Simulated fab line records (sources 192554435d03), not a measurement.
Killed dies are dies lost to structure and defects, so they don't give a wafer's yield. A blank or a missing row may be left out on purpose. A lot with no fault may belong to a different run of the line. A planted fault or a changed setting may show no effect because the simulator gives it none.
fab line records :: flow n5_finfet
record:
  lots: 5
  wafers: 13
  last_day: 17
route steps=1938 shown BEOL_M8@1393 BEOL_M9@1401
lots untouched by any fault: they come from a run of this same line in which no faults occurred
start_h: the number of hours between the record's first day and the start of the first shown wafer of the lot :: wait_h: hours from the lot's prior step to this one :: " repeats the value in the row above :: L1.1+2: a single row standing in for several wafers :: - no value present, or no start provided :: * or withheld: withheld :: < > ~ a bound
route shown NAME@n: a module of which the file shows steps, and the number in the route of the first :: usual: mean and standard deviation over wafers with no fault :: same: alike in all rows :: chamber/n: place in a boat :: sites: the reading at each site :: _std_site: their standard deviation :: _edge_site: outer sites' mean less inner sites' :: radius_mm: for every site, how far away it sits from the centre of the wafer :: mask NAME#n: copy n :: behind: the last tool/chamber to shape the wafer :: hold: the reason the lot was held/the length of the hold in hours/how it ended :: device: the n, p or np transistor that did not switch :: end of line: the route-end tests of the same wafers :: step lacking rows: just its recipe :: killed: at the first sort, the dies lost to defects and structure; wafer yield is something else :: map: a wafer's dies, x killed, . not, _ none there
set.NAME: setting as actually run; set.NAME@STEP: the setting as run at that earlier step :: model.NAME: the simulator's own value behind a step, which no gauge read
certain route steps with their lots: each step a table, each wafer a row
services: the hour from which a tool's chamber was out of use, counted from the record's first day as start_h (under 0 if before that day), plus the number of hours and why
== steps ==
step: N5_BEOL_M8_ECD_50
recipe:
  material: Cu
  target_thk_a: 3000
step: N5_BEOL_M8_ANNEAL_51
recipe:
  temp_c: 225
  time_s: 90
  ambient: N2
step: N5_BEOL_M8_CMP_52
recipe:
  stop_on: SiCOH_lowk
  t_overpolish_s: 6.9
  down_force_psi: 1
  platen_rpm: 50
  clearing_platen_down_force_psi: 1.5
  clearing_platen_rpm: 50
  post_cmp_clean: cu_alkaline
  target_thk_nm: 80
  clearing_platen_pad_velocity_m_s: 0.99484
  pad_velocity_m_s: 0.99484
step: N5_BEOL_M8_PRE_CLEAN_55
recipe:
  gas: NH3
  time_s: 15
  temp_c: withheld
  rf_power_w: 300
step: N5_BEOL_M8_DEP_56
recipe:
  material: SiCN
  target_thk_a: 100
  temp_c: withheld
  precursor: 3MS/NH3
  pressure_torr: 3
  rf_w: 202
  time_s: 17.5
step: N5_BEOL_M9_ILD_DEP_00
recipe:
  material: SiCOH_lowk
  target_thk_a: 3085.1
  temp_c: 300
  precursor: DEMS/porogen
  pressure_torr: 5
  rf_w: 500
  time_s: 58
step: N5_BEOL_M9_CURE_71
recipe:
  temp_c: 385
  time_s: 240
  ambient: He/Ar
  material: SiCOH_lowk
step: N5_BEOL_M9_PECVD_70
recipe:
  material: SiO2
  target_thk_a: 200
  temp_c: 400
  precursor: TEOS/O2
  pressure_torr: 5.5
  rf_w: 450
  teos_flow_sccm: 53.8
  gas: O2
  flow_sccm: 3000
  time_s: 22.7
step: N5_BEOL_M9_HM_DEP_02
recipe:
  material: TiN
  target_thk_a: 200
  temp_c: 25
  chamber_pressure_pa: 0.49996
usual:
  throttle_valve_pct: 29.8/1.3
lot.wafer: L215.1
tool: pvd_sputter-02
chamber: -
start_h: 262.08
wait_h: 1.7
throttle_valve_pct: 31.0
model.TiN_of_BEOL_M9_HM_DEP_02.thk_nm: 11.4

lot.wafer: L215.5
tool: pvd_sputter-02
chamber: -
start_h: 262.08
wait_h: 1.7
throttle_valve_pct: 29.1
model.TiN_of_BEOL_M9_HM_DEP_02.thk_nm: 19.6

lot.wafer: L216.1
tool: pvd_sputter-02
chamber: -
start_h: 262.58
wait_h: 1.7
throttle_valve_pct: 30.8
model.TiN_of_BEOL_M9_HM_DEP_02.thk_nm: 11.6

lot.wafer: L216.4
tool: pvd_sputter-02
chamber: -
start_h: 262.58
wait_h: 1.7
throttle_valve_pct: 29.2
model.TiN_of_BEOL_M9_HM_DEP_02.thk_nm: 19.6

lot.wafer: L217.1
tool: pvd_sputter-02
chamber: -
start_h: 282.94
wait_h: 0.6
throttle_valve_pct: 27.0
model.TiN_of_BEOL_M9_HM_DEP_02.thk_nm: 11.8

lot.wafer: L217.2
tool: pvd_sputter-02
chamber: -
start_h: 282.94
wait_h: 0.6
throttle_valve_pct: 30.4
model.TiN_of_BEOL_M9_HM_DEP_02.thk_nm: 20.2

lot.wafer: L217.6
tool: pvd_sputter-02
chamber: -
start_h: 282.94
wait_h: 0.6
throttle_valve_pct: 29.1
model.TiN_of_BEOL_M9_HM_DEP_02.thk_nm: 19.8

lot.wafer: L225.2
tool: pvd_sputter-01
chamber: -
start_h: 336.54
wait_h: 0.4
throttle_valve_pct: 29.8
model.TiN_of_BEOL_M9_HM_DEP_02.thk_nm: 20.2

lot.wafer: L225.4
tool: pvd_sputter-01
chamber: -
start_h: 336.54
wait_h: 0.4
throttle_valve_pct: 28.8
model.TiN_of_BEOL_M9_HM_DEP_02.thk_nm: 20.2

lot.wafer: L225.6
tool: pvd_sputter-01
chamber: -
start_h: 336.54
wait_h: 0.4
throttle_valve_pct: 29.0
model.TiN_of_BEOL_M9_HM_DEP_02.thk_nm: 20

lot.wafer: L228.1
tool: pvd_sputter-02
chamber: -
start_h: 347.77
wait_h: 0.4
throttle_valve_pct: 27.2
model.TiN_of_BEOL_M9_HM_DEP_02.thk_nm: 20.4

lot.wafer: L228.3
tool: pvd_sputter-02
chamber: -
start_h: 347.77
wait_h: 0.4
throttle_valve_pct: 29.0
model.TiN_of_BEOL_M9_HM_DEP_02.thk_nm: 20

lot.wafer: L228.5
tool: pvd_sputter-02
chamber: -
start_h: 347.77
wait_h: 0.4
throttle_valve_pct: 30.7
model.TiN_of_BEOL_M9_HM_DEP_02.thk_nm: 20.6
step: N5_BEOL_M9_COAT_59
recipe:
  resist: SOC
  temp_c: 250
  time_s: 60
  spin_rpm: 1500
  resist_thk_nm: 100
step: N5_BEOL_M9_COAT_60
recipe:
  resist: SiARC
  temp_c: 220
  time_s: 60
  spin_rpm: 1500
  resist_thk_nm: 30
step: N5_BEOL_M9_COAT_05
recipe:
  resist: CAR-ArF
  spin_rpm: 1500
  resist_thk_nm: 90
step: N5_BEOL_M9_EBR_07
recipe:
  solvent: PGMEA
  ebr_width_mm: 1.5
step: N5_BEOL_M9_SOFTBAKE_06
recipe:
  temp_c: 110
  time_s: 60
  resist: CAR-ArF
step: N5_BEOL_M9_EXPOSE_08
recipe:
  mask_id: M9
  na: 1.35
  source_shape: dipole
  sigma_inner: 0.411
  sigma_outer: 0.611
  polarization: te
  dose_mj: 53.75
step: N5_BEOL_M9_PEB_09
recipe:
  peb_temp_c: withheld
  peb_time_s: 60
  resist: CAR-ArF
step: N5_BEOL_M9_DEVELOP_10
recipe:
  develop_time_s: 30
  developer: TMAH
  resist: CAR-ArF
  rinse_liquid: diw
  dry: air_spin
  dev_temp_c: 23
step: N5_BEOL_M9_DESCUM_16
recipe:
  chemistry: O2
  time_s: 7.9
  source_power_w: 50
  bias_power_w: 20
  pressure_mtorr: 20
  rf_frequency_hz: 2.712e+07
  temp_c: 40
  resist: CAR-ArF
  o2_flow_sccm: 225
step: N5_BEOL_M9_ETCH_61
recipe:
  chemistry: CF4
  target: SiARC
  target_depth_a: 390
  mask_material: CAR-ArF
  time_s: 65
  ion_energy_ev: 80
  pressure_mtorr: 40
  source_w: 545
  bias_w: 36
  Ar_flow_sccm: 100
  cf4_flow_sccm: 100
  ends: cleared
step: N5_BEOL_M9_ETCH_62
recipe:
  chemistry: N2/H2
  target: SOC
  target_depth_a: 1100
  overetch_a: 220
  mask_material: SiARC
  temp_c: 40
  time_s: 165
  ion_energy_ev: 200
  pressure_mtorr: 30
  source_w: 840
  bias_w: 150
  n2_flow_sccm: 200
  h2_flow_sccm: 200
step: N5_BEOL_M9_STRIP_68
recipe:
  chemistry: N2/H2
  temp_c: 40
  n2_flow_sccm: 200
  h2_flow_sccm: 200
  rf_frequency_hz: 6e+07
step: N5_BEOL_M9_STRIP_67
recipe:
  chemistry: CF4
  resist: SiARC
  power_w: 300
  bias_power_w: 75
  pressure_mtorr: 50
  cf4_flow_sccm: 150
  rf_frequency_hz: 6e+07
step: N5_BEOL_M9_HM_OPEN_17
recipe:
  chemistry: Cl2/BCl3
  target_depth_a: 200
  overetch_a: 60
  target: TiN
  mask_material: SOC
  ion_energy_ev: 150
  pressure_mtorr: 10
  icp_w: 1000
  bias_w: 126
  Cl2_flow_sccm: 53.25
  bcl3_flow_sccm: 21.75
  Ar_flow_sccm: 25
usual:
  drypump_motor_current_A: 5.5/0.4
  oes_product_au: 0.64/0.089
  throttle_valve_pct: 22.18/0.25
lot.wafer: L215.1
tool: rie_metal-03
chamber: 1
start_h: 262.94
wait_h: 0.0
drypump_motor_current_A: 6.3
oes_product_au: 0.43
rf_hours_counter_h: 92
throttle_valve_pct: 22.62
model.etch.depth_nm: 11.33

lot.wafer: L215.5
tool: rie_metal-03
chamber: 1
start_h: 262.94
wait_h: 0.0
drypump_motor_current_A: 6.2
oes_product_au: 0.56
rf_hours_counter_h: -
throttle_valve_pct: 22.35
model.etch.depth_nm: 19.54

lot.wafer: L216.1
tool: rie_metal-02
chamber: 0
start_h: 263.42
wait_h: 0.0
drypump_motor_current_A: 5.5
oes_product_au: 0.55
rf_hours_counter_h: 20
throttle_valve_pct: 22.24
model.etch.depth_nm: 11.68

lot.wafer: L216.4
tool: rie_metal-02
chamber: 1
start_h: 263.42
wait_h: 0.0
drypump_motor_current_A: 5.2
oes_product_au: 0.55
rf_hours_counter_h: -
throttle_valve_pct: 22.07
model.etch.depth_nm: 19.62

lot.wafer: L217.1
tool: rie_metal-03
chamber: 0
start_h: 283.68
wait_h: 0.0
drypump_motor_current_A: 4.8
oes_product_au: 0.62
rf_hours_counter_h: 4
throttle_valve_pct: 22.69
model.etch.depth_nm: 11.84

lot.wafer: L217.2
tool: rie_metal-03
chamber: 1
start_h: 283.68
wait_h: 0.0
drypump_motor_current_A: 6.3
oes_product_au: 0.57
rf_hours_counter_h: 94
throttle_valve_pct: 22.31
model.etch.depth_nm: 20.25

lot.wafer: L217.6
tool: rie_metal-03
chamber: 1
start_h: 283.68
wait_h: 0.0
drypump_motor_current_A: 6.3
oes_product_au: 0.56
rf_hours_counter_h: -
throttle_valve_pct: 22.34
model.etch.depth_nm: 19.73

lot.wafer: L225.2
tool: rie_metal-02
chamber: 0
start_h: 337.61
wait_h: 0.1
drypump_motor_current_A: 5.5
oes_product_au: 0.70
rf_hours_counter_h: -
throttle_valve_pct: 21.98
model.etch.depth_nm: 20.25

lot.wafer: L225.4
tool: rie_metal-02
chamber: 0
start_h: 337.61
wait_h: 0.1
drypump_motor_current_A: 5.5
oes_product_au: 0.71
rf_hours_counter_h: -
throttle_valve_pct: 21.98
model.etch.depth_nm: 20.28

lot.wafer: L225.6
tool: rie_metal-02
chamber: 0
start_h: 337.61
wait_h: 0.1
drypump_motor_current_A: 5.5
oes_product_au: 0.70
rf_hours_counter_h: -
throttle_valve_pct: 21.98
model.etch.depth_nm: 19.99

lot.wafer: L228.1
tool: rie_metal-02
chamber: 0
start_h: 349.10
wait_h: 0.0
drypump_motor_current_A: 5.5
oes_product_au: 0.69
rf_hours_counter_h: 30
throttle_valve_pct: 21.99
model.etch.depth_nm: 20.37

lot.wafer: L228.3
tool: rie_metal-02
chamber: 0
start_h: 349.10
wait_h: 0.0
drypump_motor_current_A: 5.5
oes_product_au: 0.69
rf_hours_counter_h: -
throttle_valve_pct: 21.99
model.etch.depth_nm: 20.03

lot.wafer: L228.5
tool: rie_metal-02
chamber: 0
start_h: 349.10
wait_h: 0.0
drypump_motor_current_A: 5.5
oes_product_au: 0.70
rf_hours_counter_h: -
throttle_valve_pct: 21.98
model.etch.depth_nm: 20.53
step: N5_BEOL_M9_STRIP_19
recipe:
  chemistry: O2
  power_w: 400
  temp_c: 40
  pressure_mtorr: 30
  rf_frequency_hz: 6e+07
  bias_power_w: 0
  overash_fraction: 0.2
  o2_flow_sccm: 225
step: N5_BEOL_M9_COAT_63
recipe:
  resist: SOC
  temp_c: 250
  time_s: 60
  spin_rpm: 1500
  resist_thk_nm: 60
step: N5_BEOL_M9_COAT_64
recipe:
  resist: SiARC
  temp_c: 220
  time_s: 60
  spin_rpm: 1500
  resist_thk_nm: 12
step: N5_BEOL_M9_COAT_75
recipe:
  resist: underlayer
  temp_c: 205
  time_s: 60
  spin_rpm: 1500
  resist_thk_nm: 5
step: N5_BEOL_M9_COAT_22
recipe:
  resist: CAR-EUV
  spin_rpm: 1500
  resist_thk_nm: 30
step: N5_BEOL_M9_EBR_24
recipe:
  solvent: PGMEA
  ebr_width_mm: 1.5
step: N5_BEOL_M9_SOFTBAKE_23
recipe:
  temp_c: 110
  time_s: 60
  resist: CAR-EUV
step: N5_BEOL_M9_EXPOSE_25
recipe:
  mask_id: V8
  na: 0.33
  source_shape: annular
  sigma_inner: 0.4
  sigma_outer: 0.8
  polarization: unpolarized
  dose_mj: 37.25
step: N5_BEOL_M9_PEB_26
recipe:
  peb_temp_c: 100
  peb_time_s: 60
  resist: CAR-EUV
step: N5_BEOL_M9_DEVELOP_27
recipe:
  develop_time_s: 30
  developer: TMAH
  resist: CAR-EUV
  rinse_liquid: surfactant_rinse
  dry: air_spin
  dev_temp_c: 23
step: N5_BEOL_M9_TRENCH_ETCH_37
recipe:
  chemistry: C4F6/O2
  target_depth_a: 1514.3
  target: SiCOH_lowk
  time_s: 49
  ion_energy_ev: 250
  pressure_mtorr: 30
  source_w: 345
  bias_w: 185
  Ar_flow_sccm: 300
  C4F6_flow_sccm: 10
  O2_flow_sccm: 10
usual:
  drypump_motor_current_A: 5.7/0.5
  oes_product_au: 0.73/0.064
  rf_vpp_V: 660/11
  showerhead_plenum_p_Torr: 2.83/0.085
  throttle_valve_pct: 21.09/0.22
lot.wafer: L215.1
tool: rie_diel-06
chamber: 2
start_h: -
wait_h: -
drypump_motor_current_A: 6.2
oes_product_au: 0.69
rf_hours_counter_h: 246
rf_vpp_V: 667
showerhead_plenum_p_Torr: 2.92
throttle_valve_pct: 21.26
model.TiN_of_BEOL_M9_HM_DEP_02.thk_nm: 7.2

lot.wafer: L215.5
tool: rie_diel-06
chamber: 2
start_h: -
wait_h: -
drypump_motor_current_A: 6.3
oes_product_au: 0.69
rf_hours_counter_h: -
rf_vpp_V: 666
showerhead_plenum_p_Torr: 2.92
throttle_valve_pct: 21.25
model.TiN_of_BEOL_M9_HM_DEP_02.thk_nm: 15.4

lot.wafer: L216.1
tool: rie_diel-06
chamber: 1
start_h: -
wait_h: -
drypump_motor_current_A: 5.4
oes_product_au: 0.70
rf_hours_counter_h: 192
rf_vpp_V: 654
showerhead_plenum_p_Torr: 2.82
throttle_valve_pct: 21.25
model.TiN_of_BEOL_M9_HM_DEP_02.thk_nm: 7.6

lot.wafer: L216.4
tool: rie_diel-06
chamber: 2
start_h: -
wait_h: -
drypump_motor_current_A: 6.3
oes_product_au: 0.69
rf_hours_counter_h: 246
rf_vpp_V: 665
showerhead_plenum_p_Torr: 2.92
throttle_valve_pct: 21.26
model.TiN_of_BEOL_M9_HM_DEP_02.thk_nm: 15.6

lot.wafer: L217.1
tool: rie_diel-05
chamber: 0
start_h: -
wait_h: -
drypump_motor_current_A: 5.9
oes_product_au: 0.76
rf_hours_counter_h: 147
rf_vpp_V: 644
showerhead_plenum_p_Torr: 2.75
throttle_valve_pct: 20.96
model.TiN_of_BEOL_M9_HM_DEP_02.thk_nm: 7.6

lot.wafer: L217.2
tool: rie_diel-05
chamber: 3
start_h: -
wait_h: -
drypump_motor_current_A: 4.7
oes_product_au: 0.71
rf_hours_counter_h: 204
rf_vpp_V: 666
showerhead_plenum_p_Torr: 2.82
throttle_valve_pct: 21.00
model.TiN_of_BEOL_M9_HM_DEP_02.thk_nm: 16.2

lot.wafer: L217.6
tool: rie_diel-05
chamber: 0
start_h: -
wait_h: -
drypump_motor_current_A: 5.8
oes_product_au: 0.77
rf_hours_counter_h: -
rf_vpp_V: 644
showerhead_plenum_p_Torr: 2.75
throttle_valve_pct: 20.98
model.TiN_of_BEOL_M9_HM_DEP_02.thk_nm: 15.6

lot.wafer: L225.2
tool: rie_diel-05
chamber: 0
start_h: -
wait_h: -
drypump_motor_current_A: 5.9
oes_product_au: 0.75
rf_hours_counter_h: 164
rf_vpp_V: 642
showerhead_plenum_p_Torr: 2.74
throttle_valve_pct: 20.99
model.TiN_of_BEOL_M9_HM_DEP_02.thk_nm: 16

lot.wafer: L225.4
tool: rie_diel-05
chamber: 2
start_h: -
wait_h: -
drypump_motor_current_A: 6.3
oes_product_au: 0.71
rf_hours_counter_h: 193
rf_vpp_V: 678
showerhead_plenum_p_Torr: 2.86
throttle_valve_pct: 21.45
model.TiN_of_BEOL_M9_HM_DEP_02.thk_nm: 16

lot.wafer: L225.6
tool: rie_diel-05
chamber: 3
start_h: -
wait_h: -
drypump_motor_current_A: 4.7
oes_product_au: 0.70
rf_hours_counter_h: -
rf_vpp_V: 667
showerhead_plenum_p_Torr: 2.81
throttle_valve_pct: 21.00
model.TiN_of_BEOL_M9_HM_DEP_02.thk_nm: 15.8

lot.wafer: L228.1
tool: rie_diel-01
chamber: 1
start_h: -
wait_h: -
drypump_motor_current_A: 6.4
oes_product_au: 0.98
rf_hours_counter_h: 3
rf_vpp_V: 665
showerhead_plenum_p_Torr: 3.03
throttle_valve_pct: 20.76
model.TiN_of_BEOL_M9_HM_DEP_02.thk_nm: 16.2

lot.wafer: L228.3
tool: rie_diel-01
chamber: 3
start_h: -
wait_h: -
drypump_motor_current_A: 5.7
oes_product_au: 0.70
rf_hours_counter_h: 229
rf_vpp_V: 664
showerhead_plenum_p_Torr: 2.80
throttle_valve_pct: 21.08
model.TiN_of_BEOL_M9_HM_DEP_02.thk_nm: 16

lot.wafer: L228.5
tool: rie_diel-01
chamber: 1
start_h: -
wait_h: -
drypump_motor_current_A: 6.4
oes_product_au: 0.96
rf_hours_counter_h: -
rf_vpp_V: 666
showerhead_plenum_p_Torr: 3.03
throttle_valve_pct: 20.79
model.TiN_of_BEOL_M9_HM_DEP_02.thk_nm: 16.4
== services ==
tool: rie_diel-06
chamber: 1
start_h: 239.83
hours: 1.3
kind: repair

tool: rie_diel-05
chamber: 0
start_h: 244.70
hours: 16.5
kind: repair

tool: pvd_sputter-01
chamber: -
start_h: 254.97
hours: 2.7
kind: repair

tool: rie_diel-06
chamber: 2
start_h: 280.12
hours: -
kind: clean

tool: rie_diel-06
chamber: 2
start_h: 280.12
hours: -
kind: consumable_replace:focus_ring

tool: rie_diel-06
chamber: 2
start_h: 280.12
hours: 27.4
kind: scheduled_down

tool: rie_diel-06
chamber: 2
start_h: 280.12
hours: 27.4
kind: vent_cycle

tool: rie_diel-05
chamber: 3
start_h: 289.73
hours: 3.8
kind: repair

tool: rie_metal-03
chamber: 0
start_h: 318.69
hours: 6.3
kind: repair

tool: rie_diel-01
chamber: 0
start_h: 319.60
hours: 5.4
kind: repair

tool: rie_diel-06
chamber: 1
start_h: 325.20
hours: 24.4
kind: repair

tool: rie_diel-01
chamber: 1
start_h: 325.64
hours: -
kind: clean

tool: rie_diel-01
chamber: 1
start_h: 325.64
hours: -
kind: consumable_replace:focus_ring

tool: rie_diel-01
chamber: 1
start_h: 325.64
hours: -
kind: consumable_replace:showerhead

tool: rie_diel-01
chamber: 1
start_h: 325.64
hours: 15.8
kind: scheduled_down

tool: rie_diel-01
chamber: 1
start_h: 325.64
hours: 15.8
kind: vent_cycle

tool: rie_diel-05
chamber: 0
start_h: 330.30
hours: 1.4
kind: repair

tool: rie_metal-02
chamber: 1
start_h: 334.73
hours: -
kind: clean

tool: rie_metal-02
chamber: 1
start_h: 334.73
hours: 15.6
kind: scheduled_down

tool: rie_metal-02
chamber: 1
start_h: 334.73
hours: 15.6
kind: vent_cycle

tool: rie_diel-06
chamber: -
start_h: 339.26
hours: 2.8
kind: pm
== key ==
first_sign none at tools or gauges
model_effect:
  step: N5_BEOL_M9_HM_DEP_02
  value: TiN_of_BEOL_M9_HM_DEP_02.thk_nm
  without: 19.93
  struck: 11.6
model_effect:
  step: N5_BEOL_M9_HM_OPEN_17
  value: etch.depth_nm
  without: 19.97
  struck: 11.62
model_effect:
  step: N5_BEOL_M9_TRENCH_ETCH_37
  value: TiN_of_BEOL_M9_HM_DEP_02.thk_nm
  without: 15.87
  struck: 7.467
met_at N5_BEOL_M9_HM_DEP_02
struck_wafers L215.1,L216.1,L217.1
fault:
  kind: process_parameter_drift
  tool: pvd_sputter-02
  chamber: -
  onset_h: 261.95
  steps: N5_BEOL_M9_HM_DEP_02
  channel: target_thk_a
  offset: *
  shape: step
  end_h: 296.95
  scope: struck_wafers_only
  acts_in: *
  stated: *
